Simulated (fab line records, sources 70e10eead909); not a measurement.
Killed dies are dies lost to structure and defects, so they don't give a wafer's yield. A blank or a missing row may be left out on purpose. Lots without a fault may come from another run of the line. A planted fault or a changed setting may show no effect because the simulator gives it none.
Chamber matching | flow nand_harc | NHARC_P_M0_STRIP_18 on rie_diel-03: 4 sister chambers
The step strips in N2/H2. 14 wafers are shown with their chamber, then 7 later ones without.

WAFERS WITH THEIR CHAMBER
wafer  | chamber | showerhead_plenum_p_Torr (Torr) | drypump_motor_current_A (A) | rf_vpp_V (V)
L079.1 | 2       | 2.08                            | 6.0                         | 91.9
L079.3 | 1       | 2.09                            | 5.8                         | 91.5
L079.4 | 3       | 1.90                            | 5.7                         | 89.8
L082.2 | 1       | 2.09                            | 5.8                         | 91.6
L082.3 | 2       | 2.08                            | 6.1                         | 90.8
L082.5 | 1       | 2.09                            | 5.8                         | 90.8
L085.1 | 1       | 2.08                            | 5.8                         | 90.9
L085.3 | 2       | 2.08                            | 6.0                         | 91.7
L085.5 | 3       | 1.90                            | 5.8                         | 89.3
L087.1 | 3       | 1.90                            | 5.7                         | 90.8
L087.3 | 1       | 2.08                            | 5.8                         | 91.8
L087.5 | 0       | 1.89                            | 6.0                         | 90.0
L091.2 | 1       | 2.08                            | 5.8                         | 91.5
L091.3 | 2       | 2.07                            | 6.0                         | 91.6

SIGNATURES (means of the wafers above)
reading                  | chamber 0 | chamber 1 | chamber 2 | chamber 3 | scatter within a chamber
showerhead_plenum_p_Torr | 1.8900    | 2.0850    | 2.0775    | 1.9000    | 0.00474
drypump_motor_current_A  | 6.000     | 5.800     | 6.025     | 5.733     | 0.0376
rf_vpp_V                 | 90.000    | 91.350    | 91.500    | 89.967    | 0.518
Rule: a wafer's distance from a chamber is the root of the sum, over the readings, of the square of ((its reading less the chamber's mean) divided by the reading's scatter). The wafer belongs to the nearest chamber; if the next one is less than 2 further off, it can't be placed. The scatter: the root of (the sum of the squares of (reading less its chamber's mean) over the shown wafers, divided by (wafers less chambers)).

WAFERS WITHOUT THEIR CHAMBER
wafer  | showerhead_plenum_p_Torr (Torr) | drypump_motor_current_A (A) | rf_vpp_V (V)
L091.6 | 2.08                            | 5.8                         | 90.6
L095.1 | 1.89                            | 6.0                         | 90.6
L095.4 | 2.08                            | 5.8                         | 91.2
L095.5 | 1.89                            | 5.7                         | 89.9
L096.1 | 2.07                            | 6.0                         | 90.4
L096.2 | 1.89                            | 5.7                         | 90.8
L096.6 | 1.89                            | 5.7                         | 91.5

WHICH CHAMBER EACH WENT THROUGH
wafer  | from the rows above | in truth
L091.6 | 1                   | 1
L095.1 | 0                   | 0
L095.4 | 1                   | 1
L095.5 | 3                   | 3
L096.1 | 2                   | 2
L096.2 | 3                   | 3
L096.6 | 3                   | 3
Placed correctly: 7 of 7. Can't be placed from these rows: 0. Placed wrongly: 0.
